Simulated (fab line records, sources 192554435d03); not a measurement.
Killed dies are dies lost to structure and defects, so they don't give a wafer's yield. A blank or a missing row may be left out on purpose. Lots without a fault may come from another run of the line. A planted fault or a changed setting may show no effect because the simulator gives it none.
A struck lot beside a sound one | flow n5_finfet | 36 steps out of a route of 1938
Sound: wafers L903.1, L903.4, L903.5. Struck: wafer L891.1. (L891.4, L891.5 of the same lot were not struck and are left out.) The cause comes at the end.
At each step with rows: each side's tool, then ch and its chambers, then its first start. Under that, the readings that differ: sound wafers | struck wafers | difference of the means | sigmas: that difference in standard deviations of wafers without a fault.
alike: readings whose means differ by less than 2 such deviations, and words and numbers that are the same on both sides. not compared: withheld readings, readings that some wafer has no value for, bounds like >300 that may hide the same value, and numbers for which the record gives no deviation and whose values overlap.
The two part at a step that has a row with sigmas, a row that says differs or no value, or rows on one side only. Numbers that don't overlap but have no deviation are shown without sigmas and don't part them. A reading that every wafer of one side lacks parts them only if that side has two wafers or more.

first, 9 steps without rows for these wafers: N5_BEOL_M13_PRE_CLEAN_42 (time 30 s); N5_BEOL_M13_SPUTTER_43 (material TaN, target thk 15 nm, time 24.19 s); N5_BEOL_M13_SPUTTER_44 (material Ta, target thk 10 nm, time 16.13 s); N5_BEOL_M13_SPUTTER_45 (material Cu, target thk 80 nm, time 13.33 s); N5_BEOL_M13_ECD_47 (material Cu, target thk 936 nm); N5_BEOL_M13_ANNEAL_48 (time 90 s); N5_BEOL_M13_CMP_49 (polishes, stops on SiOC, t overpolish 17.1 s, target thk 420 nm); N5_BEOL_M13_PRE_CLEAN_52 (time 15 s); N5_BEOL_M13_DEP_53 (deposits SiCN from 3MS/NH3, target thk 50 nm, time 17.8 s).
N5_BEOL_M14_ILD_DEP_00: deposits SiO2 from TEOS/O2, target thk 1119.3 nm, time 237.4 s.
  sound on pecvd-04 ch 0, day 17 00:16; struck on pecvd-03 ch 0, day 13 16:56
  reading                                       | sound          | struck | difference | sigmas
  throttle_valve_pct (%)                        | 18.8 18.7 18.5 | 20.5   | +1.8       | +2
  model.SiO2_of_BEOL_M14_ILD_DEP_00.thk_nm (nm) | 1093 1111 1092 | 1202   | +103       |
  alike: heater_power_w, showerhead_plenum_p_Torr
N5_BEOL_M14_THK_MEAS_01:
  sound on film_metro-02, day 17 00:46; struck on film_metro-01, day 13 17:08
  reading          | sound          | struck | difference | sigmas
  M14_ILD_THK (nm) | 1094 1111 1091 | 1201   | +102       | +6
then, 10 steps without rows for these wafers: N5_BEOL_M14_COAT_58 (time 60 s, resist thk 89 nm); N5_BEOL_M14_COAT_04 (resist thk 800 nm); N5_BEOL_M14_EBR_06; N5_BEOL_M14_SOFTBAKE_05 (time 60 s); N5_BEOL_M14_EXPOSE_07 (exposes mask V13); N5_BEOL_M14_PEB_08 (peb time 90 s); N5_BEOL_M14_DEVELOP_09 (develop time 45 s); N5_BEOL_M14_HARDBAKE_14 (time 120 s); N5_BEOL_M14_DESCUM_15 (chemistry O2, time 7.9 s); N5_BEOL_M14_ETCH_59 (etches BARC in N2/H2, target depth 89 nm, overetch 26.7 nm, time 67.9 s).
N5_BEOL_M14_VIA_ETCH_16: etches SiO2 in C4F8/O2/Ar, target depth 1231.3 nm.
  sound on rie_diel-04 ch 1,3, day 17 01:33; struck on rie_diel-01 ch 1, day 13 17:50
  reading                                    | sound             | struck | difference | sigmas
  oes_product_au (a.u.)                      | 0.72 0.70 0.73    | 0.88   | +0.16      | +2
  model.etch.depth_nm (nm)                   | 1093 1111 1092    | 1202   | +103       |
  model.coat_of_BEOL_M14_COAT_04.thk_nm (nm) | 463.4 456.4 462.6 | 435.6  | -25.2      |
  alike: C4F8_flow_sccm, chamber_pressure_mTorr, drypump_motor_current_A, he_outer_torr, rf_vpp_V, showerhead_plenum_p_Torr, throttle_valve_pct
then, 13 steps without rows for these wafers: N5_BEOL_M14_STRIP_63 (strips in O2); N5_BEOL_M14_STRIP_64 (strips in O2); N5_BEOL_M14_STRIP_71 (strips in post etch residue remover, time 60 s); N5_BEOL_M14_SRD_72 (time 30 s, dry time 30 s); N5_BEOL_M14_COAT_65 (time 60 s, resist thk 450 nm); N5_BEOL_M14_COAT_66 (time 60 s, resist thk 110 nm); N5_BEOL_M14_COAT_22 (resist thk 300 nm); N5_BEOL_M14_EBR_24; N5_BEOL_M14_SOFTBAKE_23 (time 60 s); N5_BEOL_M14_EXPOSE_25 (exposes mask M14, target cd 280 nm); N5_BEOL_M14_PEB_26 (peb time 90 s); N5_BEOL_M14_DEVELOP_27 (develop time 45 s); N5_BEOL_M14_HARDBAKE_32 (time 120 s).
N5_BEOL_M14_CMP_49: polishes, stops on SiO2, t overpolish 5.2 s, target thk 560 nm.
  sound on cmp-04 ch 1,2,3, day 17 05:24; struck on cmp-04 ch 2, day 13 20:38
  reading                                       | sound          | struck | difference | sigmas
  model.SiO2_of_BEOL_M14_ILD_DEP_00.thk_nm (nm) | 1014 1031 1013 | 1121   | +102       |
  alike: motor_current_A, retaining_ring_pressure_frac

WHERE THEY PART
First at N5_BEOL_M14_ILD_DEP_00; last, within this record, at N5_BEOL_M14_VIA_ETCH_16. Later steps at which nothing parts them and some readings are alike: N5_BEOL_M14_CMP_49.

WHY: what the simulator had put in
Process parameter drift: pecvd-03, from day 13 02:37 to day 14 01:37, at N5_BEOL_M14_ILD_DEP_00. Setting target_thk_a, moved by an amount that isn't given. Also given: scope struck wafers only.
